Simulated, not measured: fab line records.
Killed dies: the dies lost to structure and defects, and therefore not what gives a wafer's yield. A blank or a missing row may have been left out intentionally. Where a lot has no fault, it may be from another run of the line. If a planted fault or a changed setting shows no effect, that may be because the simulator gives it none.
Which tool is to blame?    flow n5-finfet    9 lots, 27 wafers sampled, at 7 steps of a route of 1938

== WHAT EACH GAUGE READ, for each wafer ==
N5_FIN_SAQP_INSPECT_18: inspects for defects (brightfield). Usual: raw-defect-count 433, standard deviation 120.
lot   measured     on                 raw-defect-count  flag
L780  day 2 09:49  defect-inspect-02  251 327 390       
L782  day 2 21:46  defect-inspect-02  505 427 499       
L786  day 4 00:01  defect-inspect-01  389 360 575       
L789  day 4 18:50  defect-inspect-01  498 400 422       
L790  day 5 00:45  defect-inspect-01  1580 1605 1389    OFF
L792  day 5 14:08  defect-inspect-01  1273 1186 1276    OFF
L794  day 5 23:33  defect-inspect-01  312 452 324       
L797  day 6 18:04  defect-inspect-02  340 527 461       
L800  day 7 09:20  defect-inspect-01  431 396 354       

N5_FIN_SAQP_INSPECT_40: inspects for defects (brightfield). Usual: raw-defect-count 229, standard deviation 64.
lot   measured     on                 raw-defect-count  flag
L780  day 2 14:40  defect-inspect-02  197 255 228       
L782  day 3 03:12  defect-inspect-01  311 333 410       
L786  day 4 04:27  defect-inspect-02  277 280 213       
L789  day 5 00:44  defect-inspect-02  159 212 252       
L790  day 5 07:22  defect-inspect-01  1347 1210 1296    OFF
L792  day 5 18:37  defect-inspect-02  1071 1059 1150    OFF
L794  day 6 04:08  defect-inspect-02  205 182 202       
L797  day 6 22:24  defect-inspect-02  234 321 256       
L800  day 7 13:31  defect-inspect-02  255 252 204       

N5_FIN_CUT_INSPECT_10: inspects for defects (brightfield). Usual: raw-defect-count 42, standard deviation 11.
lot   measured     on                 raw-defect-count  flag
L780  day 2 15:11  defect-inspect-01  41 71 67          
L782  day 3 03:43  defect-inspect-02  49 45 71          
L786  day 4 04:58  defect-inspect-02  55 46 38          
L789  day 5 01:07  defect-inspect-01  27 44 35          
L790  day 5 07:52  defect-inspect-02  1086 1014 977     OFF
L792  day 5 19:00  defect-inspect-01  949 900 1017      OFF
L794  day 6 04:31  defect-inspect-02  43 27 36          
L797  day 6 22:47  defect-inspect-02  33 38 41          
L800  day 7 13:54  defect-inspect-01  41 48 44          

== EACH LOT AND THE TOOL THAT RAN IT (in order: tool; ch and the chambers of the sampled wafers; start) ==
lot   N5_PMOS_HMC_CHANNEL_EPI_ETCH_32    N5_FIN_SAQP_ALD_61                N5_FIN_SAQP_SPACER1_ALD_24        N5_FIN_SAQP_SPACER2_ETCHBACK_29
L780  rie-diel-02 ch 0,1,2, day 2 05:13  ald-sin-03 ch 0,1,3, day 2 08:26  ald-sin-04 ch 0,1,3, day 2 10:59  rie-diel-04 ch 0,1,3, day 2 13:52
L782  rie-diel-02 ch 0,1,2, day 2 17:15  ald-sin-03 ch 1,2, day 2 20:29    ald-sin-02 ch 0,1, day 2 22:57    rie-diel-03 ch 0,1,2, day 3 02:21
L786  rie-diel-02 ch 0,1,2, day 3 19:22  ald-sin-02 ch 0,1,3, day 3 22:44  ald-sin-04 ch 0,3, day 4 01:20    rie-diel-03 ch 0,1,2, day 4 03:37
L789  rie-diel-06 ch 0,3, day 4 12:40    ald-sin-03 ch 0,2,3, day 4 17:33  ald-sin-03 ch 0,1,3, day 4 20:00  rie-diel-05 ch 0,1, day 4 23:56
L790  rie-diel-06 ch 0,1,2, day 4 17:55  ald-sin-03 ch 0,2,3, day 4 23:23  ald-sin-03 ch 0,1,2, day 5 01:52  rie-diel-03 ch 0,2,3, day 5 06:28
L792  rie-diel-06 ch 0,1,3, day 5 06:50  ald-sin-03 ch 0,1,2, day 5 12:41  ald-sin-03 ch 2,3, day 5 15:22    rie-diel-04 ch 0,3, day 5 17:50
L794  rie-diel-02 ch 2,3, day 5 17:38    ald-sin-02 ch 0,2, day 5 22:12    ald-sin-02 ch 0,2, day 6 00:40    rie-diel-03 ch 0,1,2, day 6 03:19
L797  rie-diel-06 ch 0,1,3, day 6 11:28  ald-sin-04 ch 1,2, day 6 16:49    ald-sin-04 ch 0,2,3, day 6 19:21  rie-diel-05 ch 0,2, day 6 21:37
L800  rie-diel-02 ch 1,3, day 7 05:14    ald-sin-04 ch 0,2, day 7 08:05    ald-sin-03 ch 0,1,3, day 7 10:28  rie-diel-03 ch 0,1,2, day 7 12:43
- N5_PMOS_HMC_CHANNEL_EPI_ETCH_32: etches BARC in N2/H2, stops on SiO2, target depth 85.8 nm, time 50.3 s.
- N5_FIN_SAQP_ALD_61: deposits SiO2, target thk 4 nm, pulse time 1 s, purge time 2 s.
- N5_FIN_SAQP_SPACER1_ALD_24: deposits SiO2, target thk 20.3 nm, pulse time 1 s, purge time 2 s.
- N5_FIN_SAQP_SPACER2_ETCHBACK_29: etches SiO2 in CHF3/O2, target depth 12.2 nm, time 6.1 s.

== AS READ BY THE TOOLS THEMSELVES (means over the sampled wafers that have a number; for cases with no such wafer, the mark the record gives instead) ==
N5_PMOS_HMC_CHANNEL_EPI_ETCH_32. Usual: drypump-motor-current-A 5.53 A, standard deviation 0.26; oes-product-au 0.68 a.u., standard deviation 0.068; rf-vpp-V 524.4 V, standard deviation 2.3; showerhead-plenum-p-Torr 2.56 Torr, standard deviation 0.078; throttle-valve-pct 17.80 %, standard deviation 0.26.
lot   tool         drypump-motor-current-A (A)  oes-product-au (a.u.)  rf-vpp-V (V)  showerhead-plenum-p-Torr (Torr)  throttle-valve-pct (%)  flag
L780  rie-diel-02  5.53                         0.72                   525.1         2.58                             17.68                   
L782  rie-diel-02  5.52                         0.72                   524.5         2.57                             17.68                   
L786  rie-diel-02  5.55                         0.70                   525.3         2.57                             17.70                   
L789  rie-diel-06  5.86                         0.72                   526.3         2.64                             17.58                   
L790  rie-diel-06  5.52                         0.62                   524.3         2.57                             17.95                   
L792  rie-diel-06  5.68                         0.66                   524.9         2.58                             17.80                   
L794  rie-diel-02  5.68                         0.71                   524.1         2.54                             17.49                   
L797  rie-diel-06  5.67                         0.66                   524.1         2.58                             17.82                   
L800  rie-diel-02  5.56                         0.70                   521.5         2.47                             17.83                   

N5_FIN_SAQP_ALD_61. Usual: heater-power-outer-w 271 W, standard deviation 28; heater-power-w 472 W, standard deviation 39; precursor-pulse-height-rel 1.001, standard deviation 0.021.
lot   tool        heater-power-outer-w (W)  heater-power-w (W)  precursor-pulse-height-rel  flag
L780  ald-sin-03  273                       478                 1.007                       
L782  ald-sin-03  292                       497                 1.004                       
L786  ald-sin-02  268                       445                 0.991                       
L789  ald-sin-03  276                       479                 1.004                       
L790  ald-sin-03  277                       480                 0.989                       
L792  ald-sin-03  267                       477                 1.014                       
L794  ald-sin-02  270                       443                 0.984                       
L797  ald-sin-04  267                       477                 0.999                       
L800  ald-sin-04  243                       459                 1.008                       

N5_FIN_SAQP_SPACER1_ALD_24. Usual: heater-power-outer-w 271 W, standard deviation 27; heater-power-w 469 W, standard deviation 41; precursor-pulse-height-rel 1.002, standard deviation 0.018.
lot   tool        heater-power-outer-w (W)  heater-power-w (W)  precursor-pulse-height-rel  flag
L780  ald-sin-04  256                       463                 0.985                       
L782  ald-sin-02  292                       486                 0.999                       
L786  ald-sin-04  241                       459                 0.989                       
L789  ald-sin-03  275                       481                 1.000                       
L790  ald-sin-03  268                       468                 0.998                       
L792  ald-sin-03  293                       505                 0.992                       
L794  ald-sin-02  278                       461                 1.020                       
L797  ald-sin-04  250                       466                 1.012                       
L800  ald-sin-03  275                       484                 0.993                       

N5_FIN_SAQP_SPACER2_ETCHBACK_29. Usual: drypump-motor-current-A 6.0 A, standard deviation 0.44; oes-product-au 0.76 a.u., standard deviation 0.077; rf-vpp-V 522 V, standard deviation 9.5; showerhead-plenum-p-Torr 2.41 Torr, standard deviation 0.071; throttle-valve-pct 18.82 %, standard deviation 0.25.
lot   tool         drypump-motor-current-A (A)  oes-product-au (a.u.)  rf-vpp-V (V)  showerhead-plenum-p-Torr (Torr)  throttle-valve-pct (%)  flag
L780  rie-diel-04  6.3                          0.77                   531           2.45                             18.63                   
L782  rie-diel-03  5.9                          0.81                   522           2.43                             18.93                   
L786  rie-diel-03  6.0                          0.80                   522           2.43                             18.95                   
L789  rie-diel-05  5.3                          0.72                   508           2.36                             18.68                   
L790  rie-diel-03  5.6                          0.81                   525           2.43                             19.07                   
L792  rie-diel-04  6.4                          0.74                   533           2.44                             18.68                   
L794  rie-diel-03  6.0                          0.78                   521           2.42                             18.97                   
L797  rie-diel-05  5.9                          0.69                   510           2.27                             18.82                   
L800  rie-diel-03  6.0                          0.77                   521           2.42                             19.00                   

== THE ANSWER, worked out from the rows above alone ==
Rule: take the mean of a lot's wafers that have a number; if it is more than 3 standard deviations from the usual mean, the lot is off. Also off: a lot with no number at a reading for which 4 or more lots have one. The other lots that the step has rows for count as sound. After the gauges, taken in route order, come the tools' own readings; for these a lot's mean is taken, as printed above. The first step at which some lot is off is used, and at that step the reading that is off furthest; a lot without a number counts as furthest.
Off at N5_FIN_SAQP_INSPECT_18 (raw-defect-count): L790, L792.
A tool fits if, at a process step before that reading, it ran every lot that is off, and no sound lot after the first of them. Those tools and the gauges at N5_FIN_SAQP_INSPECT_18 are tried in the same way. One fits: ald-sin-03 at N5_FIN_SAQP_ALD_61. Its last sound lot is L789 (day 4 17:33), its first lot that is off L790 (day 4 23:23): a fault that began between those two fits.

== WHAT THE SIMULATOR PUT IN ==
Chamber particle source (ald-sin-03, N5_FIN_SAQP_ALD_61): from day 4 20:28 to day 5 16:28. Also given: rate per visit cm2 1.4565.
Lots struck among those shown: L790, L792. Same finding as the rule above.
